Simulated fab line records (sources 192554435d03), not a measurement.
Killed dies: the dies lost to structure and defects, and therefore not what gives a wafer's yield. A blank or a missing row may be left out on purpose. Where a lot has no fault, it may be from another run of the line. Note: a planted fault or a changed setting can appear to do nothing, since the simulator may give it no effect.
Chamber matching    flow n5 finfet    N5_BEOL_M0_CUTY_ETCH_63 on rie diel-05: 4 sister chambers
The step etches SOC in N2/H2, target depth 82.7 nm, overetch 16.5 nm, time 124 s. 18 wafers are shown with their chamber, then 9 later ones without.

== EACH WAFER AND ITS CHAMBER ==
wafer   chamber  drypump motor current A (A)  throttle valve pct (%)  showerhead plenum p Torr (Torr)
L075.1  2        5.9                          17.54                   2.50
L075.3  3        5.6                          17.74                   2.62
L075.5  1        4.7                          18.28                   2.63
L076.1  2        5.9                          17.56                   2.50
L076.4  0        6.4                          17.91                   2.46
L076.6  0        6.4                          17.89                   2.46
L077.3  2        5.9                          17.55                   2.50
L077.4  2        5.9                          17.56                   2.50
L077.6  1        4.8                          18.29                   2.63
L084.1  0        6.4                          17.93                   2.45
L084.4  1        4.7                          18.31                   2.62
L084.6  3        5.6                          17.78                   2.62
L086.1  1        4.7                          18.32                   2.62
L086.2  0        6.4                          17.93                   2.45
L086.3  3        5.6                          17.79                   2.61
L086.4  2        5.9                          17.57                   2.49
L086.5  1        4.7                          18.33                   2.62
L086.6  2        5.9                          17.58                   2.49

SIGNATURES (averages over the wafers above)
reading                   chamber 0  chamber 1  chamber 2  chamber 3  scatter within a chamber
drypump motor current A   6.400      4.720      5.900      5.600      0.0239
throttle valve pct        17.9150    18.3060    17.5600    17.7700    0.0193
showerhead plenum p Torr  2.4550     2.6240     2.4967     2.6167     0.00548
Rule: for each reading, subtract the chamber's mean from the wafer's reading, divide by that reading's scatter and square the result; add these up over the readings and take the root, which gives the wafer's distance from the chamber. If the next closest chamber is less than 2 further off than the closest, the wafer can't be placed; otherwise it belongs to the closest. How the scatter is found: for the shown wafers, subtract from each reading the mean of its chamber, square and add these, divide the total by (wafers less chambers), then take the root.

== WAFERS MISSING THEIR CHAMBER ==
wafer   drypump motor current A (A)  throttle valve pct (%)  showerhead plenum p Torr (Torr)
L092.1  5.7                          17.81                   2.61
L092.2  4.8                          18.33                   2.61
L092.3  6.4                          17.96                   2.45
L092.4  5.9                          17.61                   2.49
L092.5  6.4                          17.95                   2.44
L092.6  5.7                          17.78                   2.61
L097.2  5.9                          17.62                   2.48
L097.3  6.4                          17.98                   2.44
L097.5  5.8                          17.62                   2.48

== WHICH CHAMBER EACH WENT THROUGH ==
wafer   from the rows above  in truth
L092.1  3                    3
L092.2  1                    1
L092.3  0                    0
L092.4  2                    2
L092.5  0                    0
L092.6  3                    3
L097.2  2                    2
L097.3  0                    0
L097.5  2                    2
9 of 9 placed correctly. From these rows, 0 cannot be placed. 0 placed wrongly.
